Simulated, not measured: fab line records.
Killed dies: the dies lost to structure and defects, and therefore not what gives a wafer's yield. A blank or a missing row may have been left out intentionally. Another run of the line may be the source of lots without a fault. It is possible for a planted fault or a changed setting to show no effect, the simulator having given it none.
The tool behind it: which one? | flow nand_harc | Sampling: 24 lots, 72 wafers, 5 of 1302 route steps

== WHAT EACH GAUGE READ, for each wafer ==
NHARC_P_STI_OVL_MEAS_10. Usual: overlay_x_nm -1 nm, standard deviation 7; overlay_y_nm 0 nm, standard deviation 6.7.
lot  | measured     | on         | overlay_x_nm (nm) | overlay_y_nm (nm) | flag
L074 | day 2 23:19  | overlay-01 | 0 1 1             | 0 0 0             |
L075 | day 3 08:35  | overlay-01 | 7 7 8             | 0 1 0             |
L076 | day 3 16:51  | overlay-02 | 3 3 3             | 0 0 0             |
L077 | day 4 00:59  | overlay-02 | -1 -1 -1          | 9 9 9             |
L078 | day 4 10:49  | overlay-01 | 13 13 13          | -3 -3 -3          |
L079 | day 5 02:31  | overlay-01 | -3 -3 -3          | -7 -7 -7          |
L080 | day 5 08:28  | overlay-01 | -11 -11 -12       | 7 8 7             |
L081 | day 5 16:08  | overlay-02 | -6 -7 -6          | -5 -5 -6          |
L082 | day 6 04:27  | overlay-02 | 2 2 2             | 7 7 7             |
L083 | day 6 15:08  | overlay-01 | -3 -3 -3          | 4 3 4             |
L084 | day 7 03:32  | overlay-02 | 1 0 1             | -6 -7 -6          |
L085 | day 7 09:01  | overlay-01 | -4 -5 -4          | -6 -7 -6          |
L086 | day 7 18:15  | overlay-01 | 3 3 2             | 3 4 4             |
L087 | day 8 05:11  | overlay-01 | -5 -4 -6          | 2 2 3             |
L088 | day 8 16:05  | overlay-02 | -7 -8 -7          | 4 4 4             |
L089 | day 9 00:35  | overlay-02 | 3 3 3             | 15 15 15          |
L090 | day 9 10:56  | overlay-02 | 10 9 9            | -4 -5 -4          |
L091 | day 9 20:39  | overlay-01 | 2 2 1             | 7 7 7             |
L092 | day 10 06:35 | overlay-01 | -6 -6 -6          | -12 -12 -11       |
L093 | day 10 17:07 | overlay-02 | -21 -22 -21       | -1 -1 -1          |
L094 | day 11 04:26 | overlay-02 | 6 5 5             | -14 -13 -13       |
L095 | day 11 12:58 | overlay-01 | -4 -5 -5          | 0 0 -1            |
L096 | day 12 00:25 | overlay-02 | 2 2 3             | 6 6 5             |
L097 | day 12 10:19 | overlay-02 | 5 5 4             | 5 5 5             |

NHARC_P_CONTACT_INSPECT_14. Usual: 3.8 for raw_defect_count, sd 2.3.
lot  | measured     | on                | raw_defect_count | flag
L074 | day 6 06:51  | defect_inspect-02 | 1 2 3            |
L075 | day 6 09:13  | defect_inspect-01 | 1 4 5            |
L076 | day 6 16:54  | defect_inspect-02 | 0 4 2            |
L077 | day 7 01:40  | defect_inspect-01 | 4 4 0            |
L078 | day 7 11:16  | defect_inspect-02 | 3 7 3            |
L079 | day 8 06:59  | defect_inspect-02 | 4 2 1            |
L080 | day 8 11:17  | defect_inspect-01 | 3 4 2            |
L081 | day 8 17:32  | defect_inspect-01 | 1 2 1            |
L082 | day 9 10:11  | defect_inspect-01 | 4 2 3            |
L083 | day 9 18:42  | defect_inspect-01 | 1 4 3            |
L084 | day 10 05:32 | defect_inspect-01 | 6 2 2            |
L085 | day 10 12:05 | defect_inspect-01 | 2 1 3            |
L086 | day 10 17:43 | defect_inspect-02 | 5 1 2            |
L087 | day 11 04:47 | defect_inspect-01 | 5 4 2            |
L088 | day 11 21:53 | defect_inspect-01 | 4 2 4            |
L089 | day 12 10:00 | defect_inspect-02 | 3 9 2            |
L090 | day 12 18:04 | defect_inspect-02 | 3 4 4            |
L091 | day 12 22:10 | defect_inspect-01 | 7 2 6            |
L092 | day 13 09:25 | defect_inspect-02 | 7 2 4            |
L093 | day 13 19:40 | defect_inspect-02 | 5 5 3            |
L094 | day 14 03:30 | defect_inspect-02 | 5 9 5            |
L095 | day 14 12:45 | defect_inspect-01 | 8 5 6            |
L096 | day 14 23:27 | defect_inspect-01 | 4 2 3            |
L097 | day 15 12:46 | defect_inspect-02 | 5 4 3            |

== EACH LOT AND THE TOOL THAT RAN IT (in order: tool; ch and the chambers of the sampled wafers; start) ==
lot  | NHARC_P_STI_ETCH_15              | NHARC_P_GATE_ETCH_114                         | NHARC_P_GATE_STRIP_111
L074 | rie_si-04 ch 1,2,3, day 2 23:47  | rie_diel-11 ch 0,1,3, day 5 23:21 or earlier  | plasma_asher-01 ch 0,1, day 5 23:21
L075 | rie_si-06 ch 0,2,3, day 3 09:02  | rie_diel-12 ch 0,1,2, day 6 01:26 or earlier  | plasma_asher-02 ch 0,1, day 6 01:26
L076 | rie_si-05 ch 1,2,3, day 3 17:19  | rie_diel-12 ch 0,1,2, day 6 09:19 or earlier  | plasma_asher-02 ch 1, day 6 09:19
L077 | rie_si-04 ch 0,3, day 4 01:26    | rie_diel-04 ch 1,3, day 6 17:53 or earlier    | plasma_asher-02 ch 0, day 6 17:53
L078 | rie_si-04 ch 0,2, day 4 11:16    | rie_diel-04 ch 0,3, day 7 03:50 or earlier    | plasma_asher-02 ch 0,1, day 7 03:50
L079 | rie_si-04 ch 0,2,3, day 5 02:59  | rie_diel-11 ch 1,2, day 7 23:28 or earlier    | plasma_asher-02 ch 0,1, day 7 23:28
L080 | rie_si-05 ch 1,2,3, day 5 08:55  | rie_diel-11 ch 0,1,2, day 8 03:29 or earlier  | plasma_asher-02 ch 0,1, day 8 03:29
L081 | rie_si-06 ch 0,1, day 5 16:35    | rie_diel-04 ch 0,1,2, day 8 10:09 or earlier  | plasma_asher-01 ch 0,1, day 8 10:09
L082 | rie_si-06 ch 1,3, day 6 04:53    | rie_diel-11 ch 1,2,3, day 9 02:45 or earlier  | plasma_asher-01 ch 0,1, day 9 02:45
L083 | rie_si-06 ch 0,1,2, day 6 15:35  | rie_diel-12 ch 0,2,3, day 9 10:52 or earlier  | plasma_asher-01 ch 0,1, day 9 10:52
L084 | rie_si-06 ch 0,1,3, day 7 03:59  | rie_diel-04 ch 1,2, day 9 21:49 or earlier    | plasma_asher-02 ch 0,1, day 9 21:49
L085 | rie_si-06 ch 0,1, day 7 09:29    | rie_diel-11 ch 0,1,2, day 10 04:27 or earlier | plasma_asher-01 ch 0,1, day 10 04:27
L086 | rie_si-05 ch 1,2, day 7 18:42    | rie_diel-04 ch 0,1,3, day 10 10:02 or earlier | plasma_asher-02 ch 0,1, day 10 10:02
L087 | rie_si-05 ch 0,3, day 8 05:38    | rie_diel-12 ch 1,3, day 10 21:07 or earlier   | plasma_asher-02 ch 0,1, day 10 21:07
L088 | rie_si-05 ch 2,3, day 8 16:32    | rie_diel-11 ch 2,3, day 11 14:07 or earlier   | plasma_asher-01 ch 0,1, day 11 14:07
L089 | rie_si-06 ch 0,1,2, day 9 01:04  | rie_diel-04 ch 1,2, day 12 01:53 or earlier   | plasma_asher-01 ch 0,1, day 12 01:53
L090 | rie_si-05 ch 0,2, day 9 11:23    | rie_diel-12 ch 2,3, day 12 10:35 or earlier   | plasma_asher-01 ch 0,1, day 12 10:35
L091 | rie_si-05 ch 0,1,3, day 9 21:08  | rie_diel-12 ch 1,2,3, day 12 14:42 or earlier | plasma_asher-02 ch 0,1, day 12 14:42
L092 | rie_si-04 ch 0,2,3, day 10 07:02 | rie_diel-04 ch 0,1,2, day 13 01:39 or earlier | plasma_asher-01 ch 0,1, day 13 01:39
L093 | rie_si-05 ch 1,2,3, day 10 17:33 | rie_diel-04 ch 1,2,3, day 13 11:58 or earlier | plasma_asher-02 ch 0,1, day 13 11:58
L094 | rie_si-05 ch 0,3, day 11 04:53   | rie_diel-11 ch 0,2, day 13 19:44 or earlier   | plasma_asher-01 ch 0,1, day 13 19:44
L095 | rie_si-05 ch 0,1,2, day 11 13:25 | rie_diel-12 ch 1,2,3, day 14 05:14 or earlier | plasma_asher-01 ch 0,1, day 14 05:14
L096 | rie_si-06 ch 0,1,3, day 12 00:54 | rie_diel-04 ch 1,2, day 14 15:41 or earlier   | plasma_asher-02 ch 0,1, day 14 15:41
L097 | rie_si-05 ch 1,2,3, day 12 10:46 | rie_diel-11 ch 1,2, day 15 04:59 or earlier   | plasma_asher-01 ch 0,1, day 15 04:59
- NHARC_P_STI_ETCH_15: etches the open film in HBr/Cl2, target depth 300 nm, time 100.1 s.
- NHARC_P_GATE_ETCH_114: etches the open film in CF4/O2, target depth 30 nm, overetch 3 nm, time 16.5 s.
- NHARC_P_GATE_STRIP_111: strips in N2/H2, time 250 s.

== WHAT THE TOOLS THEMSELVES READ (means of the sampled wafers that have a number; where no wafer has one, the mark that the record gives instead) ==
NHARC_P_STI_ETCH_15. Usual: drypump_motor_current_A 5.8 A, standard deviation 0.45; oes_product_au 1.000 a.u., standard deviation 0.0091; throttle_valve_pct 26.403 %, standard deviation 0.0089.
lot  | tool      | drypump_motor_current_A (A) | oes_product_au (a.u.) | throttle_valve_pct (%) | flag
L074 | rie_si-04 | 5.4                         | 0.991                 | 26.400                 |
L075 | rie_si-06 | 5.7                         | 1.001                 | 26.404                 |
L076 | rie_si-05 | 6.1                         | 0.997                 | 26.404                 |
L077 | rie_si-04 | 5.3                         | 1.001                 | 26.403                 |
L078 | rie_si-04 | 5.3                         | 0.994                 | 26.403                 |
L079 | rie_si-04 | 5.4                         | 0.998                 | 26.400                 |
L080 | rie_si-05 | 6.1                         | 0.987                 | 26.400                 |
L081 | rie_si-06 | 5.4                         | 1.001                 | 26.403                 |
L082 | rie_si-06 | 5.5                         | 1.003                 | 26.400                 |
L083 | rie_si-06 | 5.6                         | 1.008                 | 26.402                 |
L084 | rie_si-06 | 5.6                         | 1.001                 | 26.402                 |
L085 | rie_si-06 | 5.4                         | 1.009                 | 26.404                 |
L086 | rie_si-05 | 6.3                         | 0.994                 | 26.405                 |
L087 | rie_si-05 | 6.1                         | 1.004                 | 26.403                 |
L088 | rie_si-05 | 6.4                         | 0.993                 | 26.408                 |
L089 | rie_si-06 | 5.6                         | 1.008                 | 26.398                 |
L090 | rie_si-05 | 6.6                         | 0.996                 | 26.403                 |
L091 | rie_si-05 | 6.1                         | 1.004                 | 26.411                 |
L092 | rie_si-04 | 5.4                         | 1.000                 | 26.396                 |
L093 | rie_si-05 | 6.1                         | 0.996                 | 26.393                 |
L094 | rie_si-05 | 6.1                         | 0.992                 | 26.393                 |
L095 | rie_si-05 | 6.3                         | 0.999                 | 26.404                 |
L096 | rie_si-06 | 5.6                         | 0.993                 | 26.407                 |
L097 | rie_si-05 | 6.1                         | 0.996                 | 26.405                 |

NHARC_P_GATE_ETCH_114. Usual: drypump_motor_current_A 5.5 A, standard deviation 0.48; oes_product_au 0.996 a.u., standard deviation 0.0096; rf_vpp_V 197.8 V, standard deviation 1.5; showerhead_plenum_p_Torr 1.33 Torr, standard deviation 0.064; throttle_valve_pct 13.397 %, standard deviation 0.009.
lot  | tool        | drypump_motor_current_A (A) | oes_product_au (a.u.) | rf_vpp_V (V) | showerhead_plenum_p_Torr (Torr) | throttle_valve_pct (%) | flag
L074 | rie_diel-11 | 5.3                         | 0.982                 | 197.8        | 1.32                            | 13.389                 |
L075 | rie_diel-12 | 5.5                         | 0.989                 | 198.3        | 1.36                            | 13.393                 |
L076 | rie_diel-12 | 5.5                         | 0.990                 | 197.9        | 1.37                            | 13.392                 |
L077 | rie_diel-04 | 5.3                         | 1.009                 | 199.2        | 1.38                            | 13.396                 |
L078 | rie_diel-04 | 5.2                         | 0.995                 | 199.5        | 1.41                            | 13.397                 |
L079 | rie_diel-11 | 5.6                         | 1.002                 | 197.2        | 1.31                            | 13.402                 |
L080 | rie_diel-11 | 5.4                         | 0.994                 | 197.7        | 1.34                            | 13.408                 |
L081 | rie_diel-04 | 5.5                         | 1.009                 | 196.4        | 1.29                            | 13.395                 |
L082 | rie_diel-11 | 5.7                         | 0.997                 | 196.8        | 1.31                            | 13.392                 |
L083 | rie_diel-12 | 5.5                         | 0.993                 | 198.2        | 1.37                            | 13.404                 |
L084 | rie_diel-04 | 5.7                         | 1.001                 | 195.8        | 1.26                            | 13.390                 |
L085 | rie_diel-11 | 5.4                         | 0.998                 | 198.6        | 1.34                            | 13.398                 |
L086 | rie_diel-04 | 5.3                         | 0.995                 | 198.5        | 1.35                            | 13.386                 |
L087 | rie_diel-12 | 6.2                         | 1.000                 | 197.1        | 1.29                            | 13.394                 |
L088 | rie_diel-11 | 6.0                         | 0.992                 | 198.8        | 1.34                            | 13.392                 |
L089 | rie_diel-04 | 5.7                         | 1.002                 | 197.0        | 1.25                            | 13.394                 |
L090 | rie_diel-12 | 5.6                         | 0.997                 | 197.9        | 1.33                            | 13.388                 |
L091 | rie_diel-12 | 5.7                         | 0.999                 | 197.6        | 1.32                            | 13.396                 |
L092 | rie_diel-04 | 5.5                         | 1.010                 | 197.2        | 1.29                            | 13.398                 |
L093 | rie_diel-04 | 5.5                         | 0.999                 | 197.5        | 1.32                            | 13.394                 |
L094 | rie_diel-11 | 5.2                         | 0.989                 | 197.8        | 1.38                            | 13.401                 |
L095 | rie_diel-12 | 5.7                         | 0.998                 | 197.0        | 1.32                            | 13.390                 |
L096 | rie_diel-04 | 5.6                         | 1.002                 | 196.1        | 1.26                            | 13.389                 |
L097 | rie_diel-11 | 5.6                         | 0.992                 | 197.3        | 1.31                            | 13.397                 |

NHARC_P_GATE_STRIP_111. Usual: drypump_motor_current_A 5.7 A, standard deviation 0.54; heater_power_w 91 W, standard deviation 6.6.
lot  | tool            | drypump_motor_current_A (A) | heater_power_w (W) | flag
L074 | plasma_asher-01 | 5.1                         | 84                 |
L075 | plasma_asher-02 | 6.3                         | 97                 |
L076 | plasma_asher-02 | 5.8                         | 100                |
L077 | plasma_asher-02 | 6.5                         | 97                 |
L078 | plasma_asher-02 | 6.0                         | 99                 |
L079 | plasma_asher-02 | 6.0                         | 96                 |
L080 | plasma_asher-02 | 6.0                         | 99                 |
L081 | plasma_asher-01 | 5.1                         | 86                 |
L082 | plasma_asher-01 | 5.2                         | 87                 |
L083 | plasma_asher-01 | 5.1                         | 86                 |
L084 | plasma_asher-02 | 6.3                         | 97                 |
L085 | plasma_asher-01 | 5.2                         | 86                 |
L086 | plasma_asher-02 | 6.1                         | 98                 |
L087 | plasma_asher-02 | 6.0                         | 98                 |
L088 | plasma_asher-01 | 5.2                         | 86                 |
L089 | plasma_asher-01 | 5.3                         | 84                 |
L090 | plasma_asher-01 | 5.1                         | 87                 |
L091 | plasma_asher-02 | 6.3                         | 99                 |
L092 | plasma_asher-01 | 5.1                         | 85                 |
L093 | plasma_asher-02 | 6.3                         | 97                 |
L094 | plasma_asher-01 | 5.1                         | 86                 |
L095 | plasma_asher-01 | 5.3                         | 84                 |
L096 | plasma_asher-02 | 6.0                         | 97                 |
L097 | plasma_asher-01 | 5.1                         | 85                 |

== THE ANSWER, worked out from the rows above alone ==
Rule: a lot counts as off when the mean over its wafers that have a number is more than 3 standard deviations away from the usual mean. Also off: a lot with no number at a reading for which 4 or more lots have one. The other lots that the step has rows for count as sound. After the gauges, taken in route order, come the tools' own readings; for these a lot's mean is taken, as printed above. The first step at which some lot is off is used, and at that step the reading that is off furthest; a lot without a number counts as furthest.
No lot is off at any reading shown: from this, nothing can be told.

== WHAT THE SIMULATOR PUT IN ==
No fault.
